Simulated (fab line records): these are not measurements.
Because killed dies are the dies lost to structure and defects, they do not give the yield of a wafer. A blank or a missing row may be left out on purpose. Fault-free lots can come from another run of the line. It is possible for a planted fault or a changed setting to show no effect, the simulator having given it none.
Comparing a struck lot with a sound one + flow n5 finfet + 34 out of 1938 route steps
Sound: these wafers, L469.1, L469.3, L469.5. The struck wafers were L461.4, L461.5, L461.6. The cause comes at the end.
Each step with rows lists, per side, the tool, then ch with its chambers, then its first start. Under that, the readings that differ: sound wafers + struck wafers + difference of the means + sigmas: that difference in standard deviations of wafers without a fault.
alike: readings with means less than 2 such deviations apart, plus words and numbers identical on both sides. not compared: withheld readings, readings lacking a value on some wafer, bounds such as >300 that could conceal the same value, and numbers that have no deviation in the record and whose values overlap.
The two part at a step that has a row with sigmas, a row that says differs or no value, or rows on one side only. When numbers do not overlap yet have no deviation, they are printed without sigmas and do not part them. A reading missing from all wafers of one side parts the sides only when that side holds two or more wafers.

first, 8 steps without rows for these wafers: N5_BEOL_M10_SPUTTER_48 (material Cu, target thk 12 nm, time 2 s); N5_BEOL_M10_ECD_50 (material Cu, target thk 318 nm); N5_BEOL_M10_ANNEAL_51 (time 90 s); N5_BEOL_M10_CMP_52 (polishes, stops on SiCOH lowk, t overpolish 7 s, target thk 140 nm); N5_BEOL_M10_PRE_CLEAN_55 (time 15 s); N5_BEOL_M10_DEP_56 (deposits SiCN from 3MS/NH3, target thk 15 nm, time 26.5 s); N5_BEOL_M11_ILD_DEP_00 (deposits SiCOH lowk from DEMS/porogen, target thk 308.51 nm, time 58 s); N5_BEOL_M11_CURE_71 (cures SiCOH lowk, time 240 s).
N5_BEOL_M11_PECVD_70: deposits SiO2 from TEOS/O2, target thk 20 nm, time 22.7 s.
  sound on pecvd-03 ch 0,2, day 15 16:41; struck on pecvd-02 ch 0,1,2, day 13 06:24
| reading                                     | sound                | struck               | difference | sigmas |
|---------------------------------------------|----------------------|----------------------|------------|--------|
| susceptor temp C (C)                        | 400.25 399.85 400.37 | 404.17 404.34 404.51 | +4.18      | +19    |
| model.SiO2_of_BEOL_M11_PECVD_70.thk nm (nm) | 19.8 19.8 20.2       | 19.2 19.2 19.6       | -0.6       |        |
  alike: heater power w, showerhead plenum p Torr, showerhead vpp V, throttle valve pct
then, 24 steps without rows for these wafers: N5_BEOL_M11_HM_DEP_02 (deposits TiN, target thk 20 nm); N5_BEOL_M11_COAT_59 (time 60 s, resist thk 100 nm); N5_BEOL_M11_COAT_60 (time 60 s, resist thk 30 nm); N5_BEOL_M11_COAT_05 (resist thk 90 nm); N5_BEOL_M11_EBR_07; N5_BEOL_M11_SOFTBAKE_06 (time 60 s); N5_BEOL_M11_EXPOSE_08 (exposes mask M11); N5_BEOL_M11_PEB_09 (peb time 60 s); N5_BEOL_M11_DEVELOP_10 (develop time 30 s); N5_BEOL_M11_DESCUM_16 (chemistry O2, time 7.9 s); N5_BEOL_M11_ETCH_61 (etches SiARC in CF4, target depth 39 nm, time 65 s); N5_BEOL_M11_ETCH_62 (etches SOC in N2/H2, target depth 110 nm, overetch 22 nm, time 165 s); N5_BEOL_M11_STRIP_68 (strips in N2/H2); N5_BEOL_M11_STRIP_67 (strips in CF4); N5_BEOL_M11_HM_OPEN_17 (chemistry Cl2/BCl3, target TiN, target depth 20 nm, overetch 6 nm); N5_BEOL_M11_STRIP_19 (strips in O2); N5_BEOL_M11_COAT_63 (time 60 s, resist thk 100 nm); N5_BEOL_M11_COAT_64 (time 60 s, resist thk 30 nm); N5_BEOL_M11_COAT_22 (resist thk 90 nm); N5_BEOL_M11_EBR_24; N5_BEOL_M11_SOFTBAKE_23 (time 60 s); N5_BEOL_M11_EXPOSE_25 (exposes mask V10); N5_BEOL_M11_PEB_26 (peb time 60 s); N5_BEOL_M11_DEVELOP_27 (develop time 30 s).
N5_BEOL_M11_HM_STRIP_39: strips TiN in peroxide tin strip, target depth 25 nm, time 158 s.
  sound on wet bench-05 ch 0,1,7, day 15 22:41; struck on wet bench-03 ch 4,5,6, day 13 12:05
| reading                                     | sound        | struck       | difference | sigmas |
|---------------------------------------------|--------------|--------------|------------|--------|
| model.SiO2_of_BEOL_M11_PECVD_70.thk nm (nm) | 19.6 19.8 20 | 19.2 19 19.4 | -0.6       |        |

WHERE THEY PART
Within this record, at N5_BEOL_M11_PECVD_70 only.

WHY: the cause the simulator had injected
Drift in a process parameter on pecvd-02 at N5_BEOL_M11_PECVD_70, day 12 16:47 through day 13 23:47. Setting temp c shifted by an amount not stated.
